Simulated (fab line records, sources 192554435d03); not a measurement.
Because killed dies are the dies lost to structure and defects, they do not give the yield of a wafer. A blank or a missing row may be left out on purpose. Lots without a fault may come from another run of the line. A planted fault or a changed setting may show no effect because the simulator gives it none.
fab line records	flow n5_finfet
record: lots: 10	wafers: 30	last_day: 18
route steps=1938 shown BEOL_M4@1105 BEOL_M5@1112 PASSIVATION@1936
lots that met no fault: from a run of the same line without faults
start_h: start of the lot's first displayed wafer, in hours after the record's first day	wait_h: hours from the lot's prior step to this one	" identical to the entry in the row above	L1.1+2: several wafers, shown together as one row	- no value, or no start given	* or withheld: withheld	< > ~ a bound
route shown NAME@n: NAME is a module with steps in the file, n the number in the route of the first one	usual: the fault-free wafers' mean and standard deviation	same: alike in all rows	chamber/n: place in a boat	sites: per-site readings	_std_site: standard deviation of those values	_edge_site: the outer-site mean with the inner-site mean subtracted	radius_mm: how far each site lies from the wafer's centre	mask NAME#n: copy n	behind: tool/chamber where the wafer was last shaped	hold: why the lot was held/for how many hours/how that ended	device: the transistor (n, p or np) that didn't switch	end of line: tests of these same wafers at the route's end	a step without rows: its recipe alone	killed: count of dies lost to structure and defects at first sort (not the wafer's yield)	map: shows each die of a wafer: x if killed, . if not, _ if none is there
set.NAME: the setting as run; set.NAME@STEP: as run at that earlier step	model.NAME: the simulator's own value behind a step, which no gauge read
the route's steps for a sample of lots (tables are steps, rows are wafers)
services: the hour from which a tool's chamber was out of use, counted from the record's first day as start_h (under 0 if before that day), plus the number of hours and why
== steps ==
step: N5_BEOL_M4_PRE_CLEAN_60
recipe: gas: NH3/H2	time_s: 15	temp_c: *	rf_power_w: 300
usual: heater_power_w: 96/17
lot.wafer	tool	chamber	start_h	wait_h	heater_power_w
L418.2	cvd_co-02	1	170.72	0.0	65
L418.4	"	1	"	"	67
L418.5	"	2	"	"	97
L419.1	cvd_co-02	2	175.85	0.0	98
L419.4	"	2	"	"	96
L419.6	"	0	"	"	90
L420.1	cvd_co-01	1	186.64	0.0	102
L420.3	"	2	"	"	84
L420.4	"	2	"	"	80
L422.1	cvd_co-01	1	205.09	0.1	102
L422.5	"	1	"	"	104
L422.6	"	2	"	"	83
L423.1	cvd_co-01	2	219.46	0.0	83
L423.3	"	1	"	"	101
L423.4	"	0	"	"	124
L425.4	cvd_co-02	0	246.66	0.1	89
L425.5	"	2	"	"	99
L425.6	"	1	"	"	67
L428.2	cvd_co-01	0	262.27	0.1	122
L428.3	"	2	"	"	86
L428.6	"	1	"	"	104
L436.1	cvd_co-02	2	288.12	0.0	99
L436.2	"	0	"	"	90
L436.4	"	1	"	"	66
L439.1	cvd_co-02	2	300.57	0.0	102
L439.2	"	0	"	"	90
L439.3	"	1	"	"	68
L440.1	cvd_co-01	1	322.30	0.0	103
L440.2	"	0	"	"	121
L440.5	"	2	"	"	83
step: N5_BEOL_M5_ILD_DEP_00
recipe: material: SiCOH_lowk	target_thk_a: 1406.4	temp_c: 300	precursor: DEMS/porogen	pressure_torr: 5	rf_w: 500	time_s: 25.9
usual: chamber_pressure_Torr: 4.999/0.013	heater_power_w: 333/53	showerhead_plenum_p_Torr: 5.735/0.017	throttle_valve_pct: 13.6/0.62
lot.wafer	tool	chamber	start_h	wait_h	chamber_pressure_Torr	heater_power_w	showerhead_plenum_p_Torr	throttle_valve_pct
L418.2	pecvd-03	2	171.96	0.7	4.995	328	5.741	13.4
L418.4	"	0	"	"	4.998	287	5.738	14.5
L418.5	"	2	"	"	5.008	326	5.749	13.5
L419.1	pecvd-04	1	177.11	0.8	4.985	308	5.705	13.6
L419.4	"	0	"	"	5.010	358	5.763	13.6
L419.6	"	1	"	"	5.011	310	5.716	13.3
L420.1	pecvd-02	1	187.88	0.8	4.999	410	5.748	14.1
L420.3	"	2	"	"	5.007	335	5.742	12.8
L420.4	"	1	"	"	4.999	325	5.761	14.0
L422.1	pecvd-03	0	206.33	0.8	4.977	257	5.739	14.4
L422.5	"	1	"	"	4.982	397	5.712	13.2
L422.6	"	0	"	"	5.001	273	5.729	14.4
L423.1	pecvd-03	0	220.70	0.8	4.968	278	5.732	14.6
L423.3	"	0	"	"	4.994	282	5.743	14.3
L423.4	"	1	"	"	5.000	416	5.731	13.4
L425.4	pecvd-02	1	248.19	0.4	4.996	408	5.744	14.1
L425.5	"	2	"	"	5.000	372	5.744	12.9
L425.6	"	0	"	"	5.011	365	5.723	14.3
L428.2	pecvd-04	1	263.53	0.7	5.013	291	5.709	13.1
L428.3	"	2	"	"	4.999	287	5.717	12.6
L428.6	"	1	"	"	5.001	288	5.715	13.2
L436.1	pecvd-03	2	289.37	0.8	5.013	343	5.742	12.4
L436.2	"	1	"	"	4.997	366	5.745	13.2
L436.4	"	2	"	"	5.023	337	5.732	12.2
L439.1	pecvd-02	2	301.80	0.8	5.005	327	5.730	13.1
L439.2	"	1	"	"	5.018	350	5.757	14.2
L439.3	"	0	"	"	5.001	370	5.728	14.3
L440.1	pecvd-02	1	323.56	0.8	4.997	373	5.735	14.1
L440.2	"	2	"	"	4.988	356	5.738	12.9
L440.5	"	2	"	"	4.998	364	5.741	13.3
step: N5_BEOL_M5_HM_DEP_02
recipe: material: TiN	target_thk_a: 200	temp_c: 25	chamber_pressure_pa: 0.49996
usual: chamber_pressure_pa: 0.5000/0.00095	throttle_valve_pct: 29.9/1.3
lot.wafer	tool	chamber	start_h	wait_h	chamber_pressure_pa	throttle_valve_pct
L418.2	pvd_sputter-01	-	173.10	0.2	0.4988	31.2
L418.4	"	-	"	"	0.4996	30.1
L418.5	"	-	"	"	0.4985	31.3
L419.1	pvd_sputter-02	-	179.96	2.2	0.5010	29.4
L419.4	"	-	"	"	0.5007	29.3
L419.6	"	-	"	"	0.5007	29.1
L420.1	pvd_sputter-03	-	190.39	1.9	0.5000	31.9
L420.3	"	-	"	"	0.4994	28.1
L420.4	"	-	"	"	0.5010	28.2
L422.1	pvd_sputter-03	-	207.70	0.7	0.4998	32.1
L422.5	"	-	"	"	0.4997	28.3
L422.6	"	-	"	"	0.4990	32.0
L423.1	pvd_sputter-03	-	221.82	0.5	0.5016	30.6
L423.3	"	-	"	"	0.5018	28.2
L423.4	"	-	"	"	0.5006	28.1
L425.4	pvd_sputter-03	-	249.59	0.8	0.5003	28.1
L425.5	"	-	"	"	0.4997	28.0
L425.6	"	-	"	"	0.5007	32.1
L428.2	pvd_sputter-03	-	265.65	1.5	0.5000	28.4
L428.3	"	-	"	"	0.5004	32.2
L428.6	"	-	"	"	0.4984	28.0
L436.1	pvd_sputter-03	-	293.28	3.3	0.5004	28.0
L436.2	"	-	"	"	0.4990	31.7
L436.4	"	-	"	"	0.4999	30.5
L439.1	pvd_sputter-03	-	305.17	1.8	0.4995	31.8
L439.2	"	-	"	"	0.4996	28.3
L439.3	"	-	"	"	0.5003	28.1
L440.1	pvd_sputter-02	-	325.14	0.9	0.5004	29.2
L440.2	"	-	"	"	0.5006	29.6
L440.5	"	-	"	"	0.5005	29.5
step: N5_BEOL_M5_INSPECT_13
recipe: mode: adi	inspect_instrument: brightfield
usual: raw_defect_count: 391/99
lot.wafer	tool	chamber	start_h	wait_h	raw_defect_count
L418.2	defect_inspect-02	-	173.60	0.0	586
L418.4	"	-	"	"	441
L418.5	"	-	"	"	398
L419.1	defect_inspect-02	-	180.44	0.1	290
L419.4	"	-	"	"	450
L419.6	"	-	"	"	416
L420.1	defect_inspect-02	-	190.97	0.1	492
L420.3	"	-	"	"	702
L420.4	"	-	"	"	623
L422.1	defect_inspect-01	-	208.40	0.1	291
L422.5	"	-	"	"	301
L422.6	"	-	"	"	379
L423.1	defect_inspect-02	-	222.46	0.1	453
L423.3	"	-	"	"	429
L423.4	"	-	"	"	356
L425.4	defect_inspect-02	-	250.07	0.0	416
L425.5	"	-	"	"	355
L425.6	"	-	"	"	335
L428.2	defect_inspect-01	-	266.25	0.0	354
L428.3	"	-	"	"	265
L428.6	"	-	"	"	334
L436.1	defect_inspect-02	-	293.89	0.1	929
L436.2	"	-	"	"	307
L436.4	"	-	"	"	365
L439.1	defect_inspect-01	-	305.77	0.1	391
L439.2	"	-	"	"	388
L439.3	"	-	"	"	1010
L440.1	defect_inspect-01	-	325.74	0.1	461
L440.2	"	-	"	"	421
L440.5	"	-	"	"	377
step: N5_BEOL_M5_ETCH_72
recipe: chemistry: N2/H2	target: underlayer	target_depth_a: 65	mask_material: CAR-EUV	time_s: 5.2	ion_energy_ev: 200	pressure_mtorr: 30	source_w: 840	bias_w: 150	n2_flow_sccm: 200	h2_flow_sccm: 200	ends: cleared
usual: bias_w: 149.9/0.42	drypump_motor_current_A: 5.5/0.42	etch_rf_on_time_s: 5.20/0.086	oes_product_au: 0.67/0.07	rf_vpp_V: 523.9/2.6	showerhead_plenum_p_Torr: 2.54/0.076	throttle_valve_pct: 17.84/0.18
lot.wafer	tool	chamber	start_h	wait_h	bias_w	drypump_motor_current_A	etch_rf_on_time_s	oes_product_au	rf_hours_counter_h	rf_vpp_V	showerhead_plenum_p_Torr	throttle_valve_pct
L418.2	rie_diel-03	3	173.68	0.0	149.6	6.2	5.10	0.70	69	523.5	2.47	17.73
L418.4	"	0	"	"	150.4	5.6	5.22	0.65	175	520.9	2.53	17.61
L418.5	"	0	"	"	150.5	5.6	5.11	0.63	-	523.0	2.53	17.65
L419.1	rie_diel-04	1	180.54	0.0	148.8	4.9	5.05	0.75	54	527.4	2.69	17.95
L419.4	"	1	"	"	149.7	4.9	5.04	0.76	-	527.4	2.69	17.97
L419.6	"	0	"	"	149.9	5.7	5.23	0.65	-	523.2	2.54	18.07
L420.1	rie_diel-04	2	191.04	0.0	150.4	5.3	5.19	0.78	18	522.5	2.49	17.50
L420.3	"	1	"	"	150.3	4.9	5.15	0.74	57	527.6	2.69	17.94
L420.4	"	3	"	"	150.0	5.3	5.36	0.62	169	528.0	2.64	18.12
L422.1	rie_diel-05	0	208.52	0.0	149.9	4.7	5.21	0.60	229	526.4	2.62	18.09
L422.5	"	1	"	"	150.0	5.8	5.23	0.62	-	521.0	2.43	17.72
L422.6	"	0	"	"	149.4	4.8	5.22	0.60	-	523.9	2.62	18.10
L423.1	rie_diel-04	2	222.53	0.0	149.8	5.3	5.18	0.76	29	523.6	2.48	17.51
L423.3	"	3	"	"	149.9	5.3	5.34	0.60	179	524.8	2.64	18.13
L423.4	"	0	"	"	149.7	5.6	5.30	0.63	180	524.1	2.54	18.06
L425.4	rie_diel-03	3	250.48	0.0	150.2	6.2	5.09	0.67	93	522.7	2.46	17.76
L425.5	"	1	"	"	150.7	5.2	5.16	0.60	-	527.8	2.61	17.97
L425.6	"	0	"	"	149.9	5.6	5.11	0.64	-	521.7	2.52	17.70
L428.2	rie_diel-04	0	266.74	0.0	149.6	5.6	5.32	0.63	193	523.8	2.53	18.10
L428.3	"	3	"	"	150.3	5.3	5.37	0.59	192	524.9	2.63	18.17
L428.6	"	3	"	"	150.9	5.3	5.41	0.59	-	526.5	2.63	18.14
L436.1	rie_diel-05	2	294.51	0.0	149.1	6.1	5.18	0.65	174	525.4	2.53	17.83
L436.2	"	3	"	"	150.6	5.8	5.21	0.61	178	525.6	2.53	17.94
L436.4	"	3	"	"	150.0	5.8	5.30	0.60	-	522.8	2.53	17.97
L439.1	rie_diel-05	3	305.84	0.0	149.8	5.8	5.25	0.61	181	525.6	2.53	17.93
L439.2	"	0	"	"	150.3	4.8	5.22	0.81	1	526.4	2.61	17.76
L439.3	"	1	"	"	149.7	5.8	5.20	0.61	203	519.6	2.42	17.80
L440.1	rie_diel-05	1	325.81	0.0	150.1	5.8	5.21	0.60	209	520.3	2.42	17.76
L440.2	"	3	"	"	149.4	5.9	5.28	0.61	187	523.7	2.53	17.96
L440.5	"	3	"	"	150.4	5.8	5.26	0.62	-	524.2	2.53	17.96
step: N5_BEOL_M5_INSPECT_30
recipe: mode: adi	inspect_instrument: brightfield
usual: raw_defect_count: 392/97
lot.wafer	tool	chamber	start_h	wait_h	raw_defect_count
L418.2	defect_inspect-02	-	175.06	0.0	596
L418.4	"	-	"	"	473
L418.5	"	-	"	"	384
L419.1	defect_inspect-02	-	181.39	0.1	287
L419.4	"	-	"	"	453
L419.6	"	-	"	"	389
L420.1	defect_inspect-01	-	193.82	0.1	452
L420.3	"	-	"	"	630
L420.4	"	-	"	"	582
L422.1	defect_inspect-02	-	209.61	0.1	355
L422.5	"	-	"	"	374
L422.6	"	-	"	"	426
L423.1	defect_inspect-02	-	223.45	0.1	432
L423.3	"	-	"	"	435
L423.4	"	-	"	"	341
L425.4	defect_inspect-02	-	251.30	0.0	413
L425.5	"	-	"	"	338
L425.6	"	-	"	"	332
L428.2	defect_inspect-01	-	268.86	0.0	358
L428.3	"	-	"	"	265
L428.6	"	-	"	"	323
L436.1	defect_inspect-02	-	296.66	0.1	939
L436.2	"	-	"	"	298
L436.4	"	-	"	"	341
L439.1	defect_inspect-02	-	311.00	0.1	434
L439.2	"	-	"	"	435
L439.3	"	-	"	"	1072
L440.1	defect_inspect-02	-	327.88	0.1	535
L440.2	"	-	"	"	489
L440.5	"	-	"	"	435
step: N5_PASSIVATION_PROBE_49
usual: defect_limited_yield: 91.5/1.4	killed_at_M0_to_M3: 32/9.8	killed_at_M4_up: 13/5.3	killed_at_contacts: 13/6.4	killed_at_front_end: 39/10	killed_at_other: 3.1/2.5	killed_dies: 100/17	killed_open: 65/13	killed_short: 33/7.7	sort_bin_5_function: 5.0/0.93	sort_bin_6_memory: 3.2/0.69	sort_n_pass: 1080/17	sort_yield_pct: 91.5/1.4
same: gross_dies: 1180	killed_at_back_side: 0	sort_bin_4_leakage[%]: 0	sort_bin_8_speed[%]: 0
lot.wafer	tool	chamber	start_h	wait_h	defect_limited_yield[%]	killed_at_M0_to_M3	killed_at_M4_up	killed_at_contacts	killed_at_front_end	killed_at_other	killed_dies	killed_open	killed_short	sort_bin_5_function[%]	sort_bin_6_memory[%]	sort_n_pass	sort_yield_pct[%]
L419.1	prober-01	-	280.12	0.0	91.3	30	14	19	37	3	103	74	27	5.4	3.0	1077	91.3
L419.4	prober-01	-	280.27	0.2	91.6	34	12	18	34	1	99	67	32	4.9	3.3	1081	91.6
L419.6	prober-01	-	280.37	0.3	90.8	47	13	13	33	3	109	73	36	5.0	3.8	1071	90.8
L425.4	prober-01	-	361.41	0.2	90.3	43	14	20	36	1	114	72	41	6.1	3.3	1066	90.3
L425.5	prober-01	-	361.46	0.2	88.1	35	14	38	52	1	140	105	34	7.7	3.6	1040	88.1
L425.6	prober-01	-	361.51	0.3	90.4	30	12	27	43	1	113	82	31	6.2	2.8	1067	90.4
L428.2	prober-02	-	371.29	0.1	89.7	39	10	25	36	11	121	75	44	5.8	4.3	1059	89.7
L428.3	prober-02	-	371.34	0.1	91.4	30	10	16	39	7	102	67	28	4.9	3.1	1078	91.4
L428.6	prober-02	-	371.49	0.3	90.5	42	12	21	33	4	112	75	34	5.5	3.6	1068	90.5
L436.1	prober-02	-	405.08	0.0	83.0	30	128	8	35	0	201	59	23	12.1	2.9	979	83.0
L436.2	prober-02	-	405.13	0.1	94.1	23	11	7	29	0	70	45	25	3.7	2.0	1110	94.1
L436.4	prober-02	-	405.23	0.2	91.9	24	19	5	46	2	96	69	26	4.4	3.5	1084	91.9
L439.1	prober-02	-	412.88	0.0	90.6	31	24	7	44	5	111	70	37	5.8	3.1	1069	90.6
L439.2	prober-02	-	412.93	0.1	91.9	43	9	8	31	4	95	77	16	4.8	3.2	1085	91.9
L439.3	prober-02	-	412.98	0.1	78.0	61	148	5	44	2	260	83	45	14.7	4.7	920	78.0
killed by level:class
L419.1 STI_FIN_REVEAL:geometric_particle:open=18 MOL_CONTACT_COAG:geometric_particle:open=13 BEOL_M0:geometric_particle:open=9 GATE_CUT:geometric_particle:short=5 BEOL_M0_SAQP:geometric_particle:open=5 BEOL_M2:geometric_particle:open=5 BEOL_M4:geometric_particle:open=5 MOL_CONTACT_COAG:geometric_particle:short=4
L419.4 MOL_CONTACT_COAG:geometric_particle:open=12 BEOL_M1:geometric_particle:open=10 FIN_SAQP:geometric_particle:open=6 STI_FIN_REVEAL:geometric_particle:open=6 MOL_CONTACT_COAG:geometric_particle:short=6 GATE_CUT:geometric_particle:short=5 BEOL_M0_SAQP:geometric_particle:short=5 BEOL_M2:geometric_particle:open=5
L419.6 BEOL_M0_SAQP:geometric_particle:open=12 MOL_CONTACT_COAG:geometric_particle:open=11 BEOL_M0_SAQP:geometric_particle:short=10 BEOL_M2:geometric_particle:open=9 STI_FIN_REVEAL:geometric_particle:open=6 BEOL_M0:geometric_particle:open=6 GATE_CUT:geometric_particle:short=5 FIN_SAQP:geometric_particle:open=4
L425.4 MOL_CONTACT_COAG:geometric_particle:open=15 BEOL_M2:geometric_particle:open=14 FIN_SAQP:geometric_particle:short=9 BEOL_M0_SAQP:geometric_particle:open=8 BEOL_M0_SAQP:geometric_particle:short=7 FIN_SAQP:geometric_particle:open=6 STI_FIN_REVEAL:geometric_particle:open=6 MOL_CONTACT_COAG:geometric_particle:short=5
L425.5 MOL_CONTACT_COAG:geometric_particle:open=32 STI_FIN_REVEAL:geometric_particle:open=14 FIN_SAQP:geometric_particle:open=12 BEOL_M2:geometric_particle:open=11 BEOL_M3:geometric_particle:open=10 FIN_SAQP:geometric_particle:short=9 MOL_CONTACT_COAG:geometric_particle:short=6 GATE_CUT:geometric_particle:open=4
L425.6 MOL_CONTACT_COAG:geometric_particle:open=23 STI_FIN_REVEAL:geometric_particle:open=11 FIN_SAQP:geometric_particle:open=9 BEOL_M3:geometric_particle:open=7 BEOL_M6:geometric_particle:open=7 GATE_CUT:geometric_particle:short=6 BEOL_M0_SAQP:geometric_particle:short=6 BEOL_M2:geometric_particle:short=5
L428.2 MOL_CONTACT_COAG:geometric_particle:open=23 BEOL_M0_SAQP:geometric_particle:short=14 BEOL_M0_SAQP:geometric_particle:open=11 FIN_SAQP:geometric_particle:short=4 FIN_SAQP:geometric_particle:open=4 GATE_CUT:geometric_particle:short=4 STARTING-WAFER:geometric_particle:open=4 STI_FIN_REVEAL:geometric_particle:open=3
L428.3 MOL_CONTACT_COAG:geometric_particle:open=11 BEOL_M2:geometric_particle:open=8 FIN_SAQP:geometric_particle:open=6 BEOL_M0_SAQP:geometric_particle:short=6 BEOL_M1:geometric_particle:open=6 FIN_SAQP:geometric_particle:short=5 STI_FIN_REVEAL:geometric_particle:open=5 DUMMY_GATE:geometric_particle:open=5
L428.6 MOL_CONTACT_COAG:geometric_particle:open=16 BEOL_M0_SAQP:geometric_particle:short=10 BEOL_M1:geometric_particle:open=9 BEOL_M2:geometric_particle:open=9 FIN_SAQP:geometric_particle:short=7 FIN_SAQP:geometric_particle:open=7 STI_FIN_REVEAL:geometric_particle:open=5 MOL_CONTACT_COAG:geometric_particle:short=5
L436.1 BEOL_M5:unspecified=119 STI_FIN_REVEAL:geometric_particle:open=13 BEOL_M3:geometric_particle:open=8 BEOL_M4:geometric_particle:open=6 BEOL_M0:geometric_particle:open=5 GATE_CUT:geometric_particle:short=5 MOL_CONTACT_COAG:geometric_particle:open=5 BEOL_M1:geometric_particle:open=5
L436.2 BEOL_M2:geometric_particle:open=10 GATE_CUT:geometric_particle:open=6 ILD0:geometric_particle:short=5 GATE_CUT:geometric_particle:short=5 MOL_CONTACT_COAG:geometric_particle:open=5 BEOL_M4:geometric_particle:open=5 BEOL_M1:geometric_particle:open=4 FIN_SAQP:geometric_particle:open=3
L436.4 STI_FIN_REVEAL:geometric_particle:open=11 BEOL_M4:geometric_particle:open=11 BEOL_M2:geometric_particle:open=10 FIN_SAQP:geometric_particle:open=9 FIN_SAQP:geometric_particle:short=7 GATE_CUT:geometric_particle:short=6 MOL_CONTACT_COAG:geometric_particle:open=5 BEOL_M3:geometric_particle:open=4
L439.1 STI_FIN_REVEAL:geometric_particle:open=13 BEOL_M4:geometric_particle:open=10 BEOL_M1:geometric_particle:open=7 BEOL_M2:geometric_particle:open=7 BEOL_M0_SAQP:geometric_particle:short=6 FIN_SAQP:geometric_particle:open=5 MOL_CONTACT_COAG:geometric_particle:open=5 DUMMY_GATE:geometric_particle:open=4
L439.2 BEOL_M2:geometric_particle:open=17 BEOL_M1:geometric_particle:open=8 FIN_SAQP:geometric_particle:open=7 MOL_CONTACT_COAG:geometric_particle:open=6 BEOL_M4:geometric_particle:open=5 STI_FIN_REVEAL:geometric_particle:open=5 BEOL_M0_SAQP:geometric_particle:open=5 FIN_SAQP:geometric_particle:short=4
L439.3 BEOL_M5:unspecified=129 BEOL_M0_SAQP:geometric_particle:short=16 BEOL_M0_SAQP:geometric_particle:open=13 FIN_SAQP:geometric_particle:short=11 FIN_SAQP:geometric_particle:open=10 BEOL_M2:geometric_particle:open=10 BEOL_M1:geometric_particle:open=8 BEOL_M1:geometric_particle:short=8
== services ==
tool	chamber	start_h	hours	kind
pecvd-03	1	155.97	5.5	scheduled_down
pecvd-02	-	163.34	0.8	repair
pecvd-02	0	166.71	11.2	repair
rie_diel-04	3	177.55	5.5	repair
cvd_co-01	-	178.50	1.1	repair
pecvd-04	1	191.46	8.1	repair
rie_diel-03	2	191.94	6.5	repair
pecvd-02	0	192.78	9.0	repair
pvd_sputter-01	-	194.82	4.9	repair
pecvd-03	2	202.40	-	clean
pecvd-03	2	202.40	-	consumable_replace:showerhead
pecvd-03	2	202.40	29.0	scheduled_down
rie_diel-05	-	203.16	0.3	repair
rie_diel-04	0	208.33	7.4	repair
pecvd-02	-	227.27	0.8	repair
cvd_co-01	-	233.89	1.6	repair
cvd_co-01	1	235.94	3.0	repair
cvd_co-02	-	239.66	6.9	pm
rie_diel-03	3	260.74	9.0	repair
rie_diel-05	-	265.48	2.8	pm
pecvd-02	-	287.17	0.9	repair
cvd_co-01	0	312.28	8.3	repair
rie_diel-04	0	312.76	5.1	repair
cvd_co-01	1	324.82	20.7	repair
== key ==
first_sign: step: N5_BEOL_M5_INSPECT_13	reading: raw_defect_count	direction: up	sigmas: 5.8	usual: 391	struck: 970
effect: step: N5_BEOL_M5_INSPECT_30	reading: raw_defect_count	direction: up	sigmas: 6.3	usual: 392	struck: 1006
effect: step: N5_PASSIVATION_PROBE_49	reading: killed_at_M4_up	direction: up	sigmas: 24	usual: 13	struck: 138
more_kills_born_at: N5_BEOL_M5_HM_DEP_02@pvd_sputter-03: 248
met_at N5_BEOL_M5_HM_DEP_02
struck_lots L436,L439
struck_wafers L436.1,L439.3
not_acting_at N5_BEOL_M4_PRE_CLEAN_60,N5_BEOL_M5_ILD_DEP_00,N5_BEOL_M5_ETCH_72
onset_between 265.65 293.28
fault: kind: chamber_particle_source	tool: pvd_sputter-03	chamber: -	onset_h: 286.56	steps: N5_BEOL_M5_HM_DEP_02	rate_per_visit_cm2: 0.98382	end_h: 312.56	scope: struck_wafers_only
